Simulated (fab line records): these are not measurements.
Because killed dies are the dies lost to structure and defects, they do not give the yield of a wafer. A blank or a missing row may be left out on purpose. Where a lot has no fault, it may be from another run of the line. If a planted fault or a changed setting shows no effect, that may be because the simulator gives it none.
fab line records	flow nand-harc
record lots=6	wafers=18	last-day=32
route steps=1302 shown A_BLC@1111 END@1302
lots that met no fault: taken from a fault-free run of the same line
start-h: start of the lot's first displayed wafer, in hours after the record's first day	wait-h: how many hours have passed since the lot's step before this one	" same as the row above	L1.1+2: a row that stands for several wafers	- either no value or no given start	* or withheld: withheld	< > ~ a bound
route shown NAME@n: NAME is a module with steps in the file, n the number in the route of the first one	usual: average and standard deviation across the fault-free wafers	same: alike in all rows	chamber/n: place in a boat	sites: per-site readings	_std_site: standard deviation across them	_edge_site: outer sites' mean less inner sites'	radius-mm: for every site, how far away it sits from the centre of the wafer	mask NAME#n: copy n	behind: tool/chamber where the wafer was last shaped	hold: why the lot went on hold/how many hours it stayed there/how the hold came to an end	device: transistor that didn't switch, given as n, p or np	end of line: the route-end tests of the same wafers	for a step that has no rows: nothing shown but its recipe	killed: the dies lost at the first sort to structure and to defects; this is not the yield of the wafer	map: dies across one wafer; x = killed, . = not, _ = none there
set.NAME: the run value of the setting; set.NAME@STEP: its run value at that earlier step	model.NAME: the simulator's own value behind a step, which no gauge read
a table for each step, a row for each wafer; lots at some steps of the route
services: a tool's chamber out of use, with start hour (start-h, from the record's first day; less than 0 if before it), hours out, and reason
## steps
# step NHARC_A_BLC_COAT_04
# recipe spin-rpm=1500	resist-thk-nm=90
# step NHARC_A_BLC_SOFTBAKE_05
# recipe temp-c=105	time-s=55
# step NHARC_A_BLC_EBR_06
# step NHARC_A_BLC_EXPOSE_07
# recipe na=1.35	target-cd-nm=100	dose-mj=67.97	mask-id=A_BLC
# step NHARC_A_BLC_PEB_08
# recipe peb-temp-c=100	peb-time-s=65
# step NHARC_A_BLC_DEVELOP_09
# recipe develop-time-s=35	dev-temp-c=23
# step NHARC_A_BLC_CD_MEAS_10
# recipe target-cd-nm=100	landing-energy-ev=500
# usual cd-nm=100.1/0.61
lot.wafer	tool	chamber	start-h	wait-h	cd-nm
L709.1	cd-sem-03	0	538.80	-	100.5
L709.3	"	0	"	"	100.9
L709.6	"	0	"	"	99.5
L720.1	cd-sem-02	0	631.27	-	99.1
L720.3	"	0	"	"	98.3
L720.4	"	0	"	"	99.8
L718.1	cd-sem-01	0	632.17	-	100.3
L718.2	"	0	"	"	100.3
L718.4	"	0	"	"	101.0
L721.1	cd-sem-02	0	635.81	-	99.8
L721.2	"	0	"	"	99.3
L721.4	"	0	"	"	99.3
L727.2	cd-sem-01	0	705.18	-	100.9
L727.3	"	0	"	"	100.0
L727.4	"	0	"	"	100.6
L730.1	cd-sem-02	0	724.69	-	99.7
L730.5	"	0	"	"	99.1
L730.6	"	0	"	"	99.5
# step NHARC_A_BLC_OVL_MEAS_11
# usual overlay-x-nm=-0.3/0.88	overlay-y-nm=0.0/0.78
lot.wafer	tool	chamber	start-h	wait-h	overlay-x-nm	overlay-y-nm
L709.1	overlay-02	-	538.90	-	1.4	-0.5
L709.3	"	-	"	"	2.1	-0.5
L709.6	"	-	"	"	2.3	-0.7
L720.1	overlay-02	-	631.36	-	-1.3	0.2
L720.3	"	-	"	"	-0.9	0.4
L720.4	"	-	"	"	-0.9	0.5
L718.1	overlay-02	-	632.26	-	0.1	0.8
L718.2	"	-	"	"	-0.1	1.3
L718.4	"	-	"	"	0.4	1.2
L721.1	overlay-01	-	635.90	-	0.1	-0.6
L721.2	"	-	"	"	0.5	0.0
L721.4	"	-	"	"	0.7	-0.4
L727.2	overlay-01	-	705.26	-	-1.1	0.7
L727.3	"	-	"	"	-0.8	0.3
L727.4	"	-	"	"	-0.7	0.3
L730.1	overlay-02	-	724.78	-	-0.8	1.0
L730.5	"	-	"	"	-1.2	0.6
L730.6	"	-	"	"	-0.6	1.0
# step NHARC_A_BLC_INSPECT_12
# usual raw-defect-count=83/39
lot.wafer	tool	chamber	start-h	wait-h	raw-defect-count
L709.1	defect-inspect-01	-	538.94	0.0	71
L709.3	"	-	"	"	65
L709.6	"	-	"	"	73
L720.1	defect-inspect-01	-	631.39	0.0	62
L720.3	"	-	"	"	63
L720.4	"	-	"	"	95
L718.1	defect-inspect-02	-	632.29	0.0	60
L718.2	"	-	"	"	83
L718.4	"	-	"	"	72
L721.1	defect-inspect-02	-	635.93	0.0	98
L721.2	"	-	"	"	85
L721.4	"	-	"	"	86
L727.2	defect-inspect-01	-	705.30	0.0	133
L727.3	"	-	"	"	131
L727.4	"	-	"	"	99
L730.1	defect-inspect-01	-	724.82	0.0	112
L730.5	"	-	"	"	86
L730.6	"	-	"	"	119
# step NHARC_A_BLC_DESCUM_15
# recipe time-s=3	o2-flow-sccm=200	ar-flow-sccm=0	bias-power-w=0	chemistry=O2
# usual drypump-motor-current-A=5.4/0.54	oes-product-au=0.999/0.012	rf-vpp-V=57.9/0.94	showerhead-plenum-p-Torr=1.95/0.099	throttle-valve-pct=11.311/0.0093
# same time-s=3
lot.wafer	tool	chamber	start-h	wait-h	drypump-motor-current-A	oes-product-au	rf-hours-counter-h	rf-vpp-V	showerhead-plenum-p-Torr	throttle-valve-pct
L709.1	rie-diel-11	1	539.00	0.1	5.0	1.001	7	57.9	2.05	11.320
L709.3	"	3	"	"	6.2	1.000	8	56.9	2.00	11.318
L709.6	"	1	"	"	5.0	0.992	-	58.0	2.05	11.297
L720.1	rie-diel-08	2	631.45	0.1	5.0	0.984	5	59.8	1.94	11.316
L720.3	"	0	"	"	4.8	1.024	5	58.1	1.79	11.319
L720.4	"	2	"	"	5.0	0.990	-	57.4	1.94	11.303
L718.1	rie-diel-11	2	632.35	0.1	6.3	1.012	1	58.4	1.99	11.301
L718.2	"	3	"	"	6.2	0.987	1	58.9	1.99	11.320
L718.4	"	1	"	"	5.0	0.994	1	59.8	2.05	11.308
L721.2	rie-diel-08	2	636.00	0.1	5.0	0.991	6	58.4	1.94	11.303
L721.1	"	3	"	"	5.8	1.005	6	59.8	1.98	11.294
L721.4	"	0	"	"	4.8	1.026	5	56.9	1.79	11.306
L727.2	rie-diel-08	2	705.36	0.1	5.0	0.986	10	57.5	1.94	11.333
L727.4	"	0	"	"	4.8	1.009	10	56.1	1.79	11.316
L727.3	"	1	"	"	4.9	0.994	11	57.7	2.05	11.313
L730.1	rie-diel-11	2	724.90	0.1	6.3	1.003	11	57.2	1.99	11.313
L730.6	"	1	"	"	5.1	0.985	-	59.2	2.04	11.311
L730.5	"	2	"	"	6.3	1.005	-	58.4	1.99	11.317
# step NHARC_A_BLC_ETCH_16
# recipe target-depth-a=390	over-etch-frac=0.3	time-s=65	ion-energy-ev=80	cf4-flow-sccm=150	ar-flow-sccm=0	rf-w=300	bias-w=100	chemistry=CF4
# usual bias-w=100.0/0.31	cf4-flow-sccm=150.0/0.45	drypump-motor-current-A=5.4/0.51	oes-product-au=0.999/0.012	rf-vpp-V=151.5/1.3	showerhead-plenum-p-Torr=1.80/0.084	throttle-valve-pct=13.284/0.0084
# same time-s=65
lot.wafer	tool	chamber	start-h	wait-h	bias-w	cf4-flow-sccm	drypump-motor-current-A	oes-product-au	rf-hours-counter-h	rf-vpp-V	showerhead-plenum-p-Torr	throttle-valve-pct
L709.3	rie-diel-11	1	539.09	0.1	100.0	150.3	5.0	0.995	7	152.3	1.88	13.300
L709.1	"	2	"	"	99.9	149.6	6.3	0.986	6	152.5	1.84	13.285
L709.6	"	0	"	"	99.9	149.5	5.4	1.016	-	148.2	1.65	13.285
L720.1	rie-diel-08	2	631.56	0.1	100.1	149.5	5.0	0.989	6	150.4	1.79	13.280
L720.3	"	3	"	"	100.3	150.0	5.7	1.004	6	151.5	1.82	13.286
L720.4	"	0	"	"	100.3	150.4	4.8	1.004	-	150.0	1.66	13.286
L718.2	rie-diel-11	1	632.45	0.1	100.2	150.3	5.0	0.993	1	152.6	1.88	13.283
L718.1	"	2	"	"	100.1	150.4	6.3	1.009	1	151.2	1.83	13.284
L718.4	"	3	"	"	100.0	150.8	6.2	0.999	1	151.2	1.84	13.281
L721.1	rie-diel-08	1	636.08	0.1	100.0	150.2	4.8	0.998	5	152.5	1.89	13.298
L721.4	"	2	"	"	100.0	149.8	5.0	0.986	6	153.3	1.79	13.294
L721.2	"	3	"	"	99.6	149.9	5.7	1.009	6	152.4	1.82	13.271
L727.2	rie-diel-08	2	705.45	0.1	100.3	149.7	5.0	0.983	10	149.6	1.79	13.278
L727.4	"	3	"	"	99.3	150.2	5.7	1.009	11	151.7	1.82	13.285
L727.3	"	0	"	"	99.7	150.0	4.8	1.009	10	149.9	1.66	13.292
L730.1	rie-diel-11	1	725.02	0.1	100.2	150.6	5.0	0.990	10	152.1	1.88	13.303
L730.6	"	1	"	"	100.0	149.7	5.0	0.992	-	152.3	1.88	13.285
L730.5	"	2	"	"	99.9	150.0	6.3	0.998	-	151.9	1.83	13.286
# step NHARC_A_BLC_ETCH_17
# recipe target-depth-a=3900	over-etch-frac=0.25	time-s=609.38	ion-energy-ev=200	n2-flow-sccm=150	h2-flow-sccm=150	ar-flow-sccm=0	rf-w=400	bias-w=150	chemistry=N2/H2
# usual bias-w=150.0/0.46	chamber-pressure-mTorr=30.004/0.029	drypump-motor-current-A=5.4/0.52	h2-flow-sccm=150.1/0.47	oes-product-au=0.999/0.012	rf-vpp-V=432/3.1	showerhead-plenum-p-Torr=2.07/0.11	throttle-valve-pct=14.171/0.0097
# same time-s=609.38
lot.wafer	tool	chamber	start-h	wait-h	bias-w	chamber-pressure-mTorr	drypump-motor-current-A	h2-flow-sccm	oes-product-au	rf-hours-counter-h	rf-vpp-V	showerhead-plenum-p-Torr	throttle-valve-pct
L709.1	rie-diel-11	0	-	-	150.3	29.954	5.4	150.5	1.006	7	428	1.88	14.174
L709.3	"	2	"	"	149.8	29.981	6.3	150.2	0.986	7	434	2.13	14.182
L709.6	"	3	"	"	150.3	30.010	6.2	150.1	0.999	-	433	2.13	14.159
L720.1	rie-diel-08	2	-	-	150.6	30.032	5.0	149.6	0.986	6	430	2.07	14.163
L720.3	"	0	"	"	149.9	30.004	4.8	151.1	1.019	5	427	1.90	14.171
L720.4	"	0	"	"	149.9	30.026	4.8	150.8	1.017	-	426	1.90	14.192
L718.4	rie-diel-11	3	-	-	149.9	30.014	6.2	150.2	0.988	1	434	2.13	14.165
L718.1	"	0	"	"	150.3	30.030	5.4	150.3	0.982	1	427	1.88	14.176
L718.2	"	1	"	"	150.6	29.971	5.0	149.6	0.988	1	435	2.18	14.172
L721.2	rie-diel-08	0	-	-	150.6	30.019	4.8	150.2	1.012	6	428	1.90	14.167
L721.4	"	1	"	"	150.1	30.022	4.9	150.3	0.990	5	436	2.20	14.178
L721.1	"	3	"	"	151.2	29.979	5.8	149.6	1.008	7	432	2.11	14.178
L727.4	rie-diel-08	3	-	-	150.1	29.981	5.7	150.3	1.005	11	432	2.11	14.165
L727.2	"	1	"	"	150.0	30.022	4.9	149.9	1.000	11	435	2.19	14.176
L727.3	"	2	"	"	149.7	29.980	5.0	150.7	0.985	11	430	2.07	14.181
L730.1	rie-diel-11	1	725.24	0.2	150.9	30.017	5.0	150.3	0.993	11	434	2.18	14.180
L730.6	"	2	"	"	149.5	30.066	6.3	150.1	1.006	-	434	2.12	14.171
L730.5	"	1	"	"	150.3	30.013	5.0	150.7	1.000	-	435	2.18	14.162
# step NHARC_A_BLC_ETCH_18
# recipe target-depth-a=9100	c4f8-flow-sccm=20	o2-flow-sccm=10	ar-flow-sccm=withheld	rf-w=600	bias-w=1500	chemistry=C4F8/O2/Ar
# usual bias-w=1500/4.5	chamber-pressure-mTorr=25.001/0.023	oes-product-au=0.948/0.022	rf-vpp-V=980/6.6
lot.wafer	tool	chamber	start-h	wait-h	bias-w	chamber-pressure-mTorr	oes-product-au	rf-hours-counter-h	rf-vpp-V
L709.3	rie-diel-11	2	540.07	-	1508	24.991	0.915	7	984
L709.1	"	3	"	"	1499	24.978	0.929	8	983
L709.6	"	3	"	"	1499	24.974	0.928	-	984
L720.1	rie-diel-08	3	632.18	-	1499	25.046	0.929	6	982
L720.3	"	0	"	"	1502	25.001	0.947	5	969
L720.4	"	3	"	"	1498	24.990	0.936	-	983
L718.2	rie-diel-11	3	632.96	-	-	-	-	-	-
L718.4	"	1	"	"	-	-	-	-	-
L718.1	"	2	"	"	-	-	-	-	-
L721.1	rie-diel-08	2	636.60	-	-	-	-	-	-
L721.4	"	3	"	"	-	-	-	-	-
L721.2	"	0	"	"	-	-	-	-	-
L727.2	rie-diel-08	3	705.97	-	1500	24.995	0.955	11	983
L727.4	"	0	"	"	1496	25.013	0.979	10	969
L727.3	"	1	"	"	1500	25.048	0.972	11	987
L730.1	rie-diel-11	2	725.84	0.5	1497	25.024	0.945	11	984
L730.6	"	2	"	"	1504	25.000	0.955	-	982
L730.5	"	1	"	"	1501	24.983	0.938	-	987
# step NHARC_A_BLC_CD_MEAS_19
# usual cd-nm=100.5/2.4
lot.wafer	tool	chamber	start-h	wait-h	cd-nm
L709.1	cd-sem-02	-	540.43	-	99.3
L709.3	"	-	"	"	98.9
L709.6	"	-	"	"	98.0
L720.1	cd-sem-01	-	632.60	-	95.5
L720.3	"	-	"	"	101.8
L720.4	"	-	"	"	100.3
L718.1	cd-sem-02	-	633.31	-	100.9
L718.2	"	-	"	"	102.5
L718.4	"	-	"	"	101.0
L721.1	cd-sem-02	-	636.96	-	100.0
L721.2	"	-	"	"	101.3
L721.4	"	-	"	"	99.3
L727.2	cd-sem-02	-	706.33	-	99.6
L727.3	"	-	"	"	101.1
L727.4	"	-	"	"	102.8
L730.1	cd-sem-02	-	726.40	0.5	104.0
L730.5	"	-	"	"	101.0
L730.6	"	-	"	"	103.1
# step NHARC_END_SORT_01
# recipe temp-c=25
# usual killed-at-array=55/19	killed-at-other=0.8/1.1	killed-at-periphery=4.0/2.6	killed-dies=60/20	killed-open=3.4/1.7	killed-short=2.6/1.5
# same gross-dies=677
lot.wafer	tool	chamber	start-h	wait-h	killed-at-array	killed-at-other	killed-at-periphery	killed-dies	killed-open	killed-short
L718.1	prober-02	0	674.59	2.5	675	0	2	677	5	2
L718.2	prober-02	0	675.41	2.8	676	0	1	677	8	2
L718.4	prober-02	0	677.05	3.5	676	0	1	677	1	2
L721.1	prober-01	0	682.44	2.5	676	0	1	677	4	6
L721.2	prober-01	0	683.24	2.8	673	1	3	677	4	5
L721.4	prober-01	0	684.86	3.4	671	1	5	677	1	3
# killed by level:class
L718.1 A_BLC:area-etch=626 A_CHANNEL_HOLE_D1:chamber-film-flake=27 A_STAIRCASE:chamber-film-flake=8 A_CHANNEL_HOLE_D2:chamber-film-flake=5 A_WL_FILL:chamber-film-flake=2 A_CHANNEL_FILL_D1:geometric-particle:open=1 A_ONON_D2:geometric-particle:open=1 A_ONON_D2:geometric-particle:short=1
L718.2 A_BLC:area-etch=608 A_CHANNEL_HOLE_D1:chamber-film-flake=32 A_STAIRCASE:chamber-film-flake=12 A_CHANNEL_HOLE_D2:chamber-film-flake=10 A_M0:geometric-particle:open=3 A_SGD_CUT:chamber-film-flake=3 A_SOURCE_PLATE:geometric-particle:open=2 A_CHANNEL_FILL_D1:chamber-film-flake=2
L718.4 A_BLC:area-etch=630 A_CHANNEL_HOLE_D1:chamber-film-flake=26 A_STAIRCASE:chamber-film-flake=8 A_SGD_CUT:chamber-film-flake=2 A_CHANNEL_HOLE_D2:chamber-film-flake=2 A_SLIT:chamber-film-flake=2 A_CHANNEL_FILL_D1:geometric-particle:short=1 A_ONON_D2:geometric-particle:short=1
L721.1 A_BLC:area-etch=603 A_SLIT:chamber-film-flake=37 A_STAIRCASE:chamber-film-flake=7 A_WL_FILL:chamber-film-flake=6 A_CHANNEL_HOLE_D2:chamber-film-flake=5 A_CHANNEL_HOLE_D1:chamber-film-flake=3 A_CHANNEL_FILL_D2:chamber-film-flake=3 A_M0:geometric-particle:short=2
L721.2 A_BLC:area-etch=618 A_SLIT:chamber-film-flake=25 A_CHANNEL_HOLE_D2:chamber-film-flake=6 A_STAIRCASE:chamber-film-flake=4 A_M1:chamber-film-flake=3 A_CHANNEL_FILL_D1:geometric-particle:short=2 A_CHANNEL_FILL_D1:geometric-particle:open=2 P_M2:chamber-film-flake=2
L721.4 A_BLC:area-etch=614 A_SLIT:chamber-film-flake=31 A_CHANNEL_HOLE_D1:chamber-film-flake=7 A_CHANNEL_HOLE_D2:chamber-film-flake=5 A_M1:chamber-film-flake=4 A_WL_FILL:chamber-film-flake=3 P_M2:chamber-film-flake=2 A_STAIRCASE:chamber-film-flake=2
# map L718.1 (x killed, . not)
____________x____________
_________xxxxxxx_________
_______xxxxxxxxxxx_______
______xxxxxxxxxxxxx______
_____xxxxxxxxxxxxxxx_____
____xxxxxxxxxxxxxxxxx____
____xxxxxxxxxxxxxxxxx____
___xxxxxxxxxxxxxxxxxxx___
___xxxxxxxxxxxxxxxxxxx___
__xxxxxxxxxxxxxxxxxxxxx__
__xxxxxxxxxxxxxxxxxxxxx__
_xxxxxxxxxxxxxxxxxxxxxxx_
_xxxxxxxxxxxxxxxxxxxxxxx_
_xxxxxxxxxxxxxxxxxxxxxxx_
_xxxxxxxxxxxxxxxxxxxxxxx_
_xxxxxxxxxxxxxxxxxxxxxxx_
xxxxxxxxxxxxxxxxxxxxxxxxx
xxxxxxxxxxxxxxxxxxxxxxxxx
xxxxxxxxxxxxxxxxxxxxxxxxx
xxxxxxxxxxxxxxxxxxxxxxxxx
xxxxxxxxxxxxxxxxxxxxxxxxx
_xxxxxxxxxxxxxxxxxxxxxxx_
_xxxxxxxxxxxxxxxxxxxxxxx_
_xxxxxxxxxxxxxxxxxxxxxxx_
_xxxxxxxxxxxxxxxxxxxxxxx_
_xxxxxxxxxxxxxxxxxxxxxxx_
__xxxxxxxxxxxxxxxxxxxxx__
__xxxxxxxxxxxxxxxxxxxxx__
___xxxxxxxxxxxxxxxxxxx___
___xxxxxxxxxxxxxxxxxxx___
____xxxxxxxxxxxxxxxxx____
____xxxxxxxxxxxxxxxxx____
_____xxxxxxxxxxxxxxx_____
______xxxxxxxxxxxxx______
_______xxxxxxxxxxx_______
_________xxxxxxx_________
____________x____________
# map L721.1 (x killed, . not)
____________x____________
_________xxxxxxx_________
_______xxxxxxxxxxx_______
______xxxxxxxxxxxxx______
_____xxxxxxxxxxxxxxx_____
____xxxxxxxxxxxxxxxxx____
____xxxxxxxxxxxxxxxxx____
___xxxxxxxxxxxxxxxxxxx___
___xxxxxxxxxxxxxxxxxxx___
__xxxxxxxxxxxxxxxxxxxxx__
__xxxxxxxxxxxxxxxxxxxxx__
_xxxxxxxxxxxxxxxxxxxxxxx_
_xxxxxxxxxxxxxxxxxxxxxxx_
_xxxxxxxxxxxxxxxxxxxxxxx_
_xxxxxxxxxxxxxxxxxxxxxxx_
_xxxxxxxxxxxxxxxxxxxxxxx_
xxxxxxxxxxxxxxxxxxxxxxxxx
xxxxxxxxxxxxxxxxxxxxxxxxx
xxxxxxxxxxxxxxxxxxxxxxxxx
xxxxxxxxxxxxxxxxxxxxxxxxx
xxxxxxxxxxxxxxxxxxxxxxxxx
_xxxxxxxxxxxxxxxxxxxxxxx_
_xxxxxxxxxxxxxxxxxxxxxxx_
_xxxxxxxxxxxxxxxxxxxxxxx_
_xxxxxxxxxxxxxxxxxxxxxxx_
_xxxxxxxxxxxxxxxxxxxxxxx_
__xxxxxxxxxxxxxxxxxxxxx__
__xxxxxxxxxxxxxxxxxxxxx__
___xxxxxxxxxxxxxxxxxxx___
___xxxxxxxxxxxxxxxxxxx___
____xxxxxxxxxxxxxxxxx____
____xxxxxxxxxxxxxxxxx____
_____xxxxxxxxxxxxxxx_____
______xxxxxxxxxxxxx______
_______xxxxxxxxxxx_______
_________xxxxxxx_________
____________x____________
## services
tool	chamber	start-h	hours	kind
rie-diel-11	0	515.13	-	clean
rie-diel-11	1	515.13	-	clean
rie-diel-11	2	515.13	-	clean
rie-diel-11	3	515.13	-	clean
rie-diel-11	0	521.21	12.1	repair
rie-diel-08	0	523.80	-	clean
rie-diel-08	1	523.80	-	clean
rie-diel-08	2	523.80	-	clean
rie-diel-08	3	523.80	-	clean
rie-diel-11	0	539.63	-	clean
rie-diel-11	1	539.63	-	clean
rie-diel-11	2	539.63	-	clean
rie-diel-11	3	539.63	-	clean
rie-diel-08	-	544.80	9.0	pm
rie-diel-08	0	544.80	17.3	vent-cycle
rie-diel-08	1	544.80	9.0	vent-cycle
rie-diel-08	2	544.80	9.0	vent-cycle
rie-diel-11	-	609.50	9.0	pm
rie-diel-08	-	627.54	1.7	repair
rie-diel-08	1	630.71	1.6	repair
rie-diel-11	3	641.19	126.5	repair
rie-diel-08	2	667.53	13.4	repair
rie-diel-08	-	721.80	9.0	pm
rie-diel-11	0	722.16	22.3	repair
## key
first-sign step=NHARC_A_BLC_ETCH_18	reading=tool-record	direction=missing
effect step=NHARC_END_SORT_01	reading=killed-at-array	direction=up	sigmas=32	usual=55	struck=674
more-kills-born-at NHARC_A_BLC_ETCH_18@rie-diel-11=1864	NHARC_A_BLC_ETCH_18@rie-diel-08=1835
met-at NHARC_A_BLC_ETCH_18
struck-wafers L718.1,L718.2,L718.4,L721.1,L721.2,L721.4
later-rows-left-out L718.1,L718.2,L718.4,L721.1,L721.2,L721.4
tester-left-out L718,L721
onset-between 632.18 632.96
fault kind=skipped-step-whole	tool=rie-diel-08,rie-diel-11	chamber=-	onset-h=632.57	steps=NHARC_A_BLC_ETCH_18	scope=struck-lots-only
# tester-left-out: of these lots the tester's yield and bins aren't shown, on N5 and GAA mostly nor the transistor test; their killed dies are dies lost to structure and defects alone, not to doping, threshold or leakage, so they don't give the yield
# later-rows-left-out: the simulator's readings of these wafers behind a module that went badly wrong aren't trusted and aren't shown, but for the sort
